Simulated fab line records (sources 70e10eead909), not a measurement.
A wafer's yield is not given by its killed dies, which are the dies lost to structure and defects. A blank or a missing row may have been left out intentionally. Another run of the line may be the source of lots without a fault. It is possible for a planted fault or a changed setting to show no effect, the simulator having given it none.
Chamber matching | flow nand-harc | rie-diel-05 running NHARC_A_M1_DESCUM_14: 4 sister chambers
The step chemistry O2, time 3 s. 7 wafers are shown with their chamber, then 12 later ones without.

== WAFERS PAIRED WITH THEIR CHAMBERS ==
wafer  | chamber | drypump-motor-current-A (A) | oes-product-au (a.u.)
L076.2 | 3       | 5.4                         | 0.997
L087.5 | 2       | 5.9                         | 1.000
L089.2 | 2       | 5.9                         | 1.004
L089.3 | 1       | 6.2                         | 1.007
L092.1 | 1       | 6.1                         | 1.004
L092.2 | 0       | 6.1                         | 0.993
L092.6 | 0       | 6.1                         | 0.991

== WAFERS WITH NO CHAMBER GIVEN ==
wafer  | drypump-motor-current-A (A) | oes-product-au (a.u.)
L093.2 | 6.1                         | 0.995
L093.3 | 5.9                         | 1.000
L093.4 | 6.1                         | 1.004
L097.1 | 5.9                         | 0.983
L097.2 | 5.3                         | 1.003
L097.3 | 6.1                         | 0.987
L097.4 | 6.1                         | 0.991
L097.5 | 6.1                         | 0.984
L097.6 | 5.4                         | 1.007
L094.1 | 6.1                         | 0.989
L094.2 | 5.9                         | 0.984
L094.5 | 5.4                         | 1.009

== WHICH CHAMBER EACH ONE RAN IN ==
wafer  | from the rows above | in truth
L093.2 | 0                   | 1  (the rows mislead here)
L093.3 | 2                   | 2
L093.4 | 1                   | 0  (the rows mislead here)
L097.1 | 0                   | 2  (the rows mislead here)
L097.2 | 3                   | 3
L097.3 | 0                   | 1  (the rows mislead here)
L097.4 | 0                   | 0
L097.5 | 0                   | 0
L097.6 | 3                   | 3
L094.1 | 0                   | 0
L094.2 | 0                   | 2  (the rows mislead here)
L094.5 | 3                   | 3
Placed correctly: 7 of 12. Number that these rows cannot place: 0. Placed wrongly: 5.
How it was worked out, from the rows above alone: a wafer's distance from a chamber is the root of the sum, over the readings, of the square of ((its reading less the chamber's mean) divided by the reading's scatter). The wafer belongs to the nearest chamber; if the next one is less than 2 further off, it can't be placed. The mean given for a chamber averages the wafers shown for that chamber. The scatter is the square root of a quotient: the sum, over the shown wafers, of each reading's squared deviation from its chamber's mean, divided by wafers minus chambers.
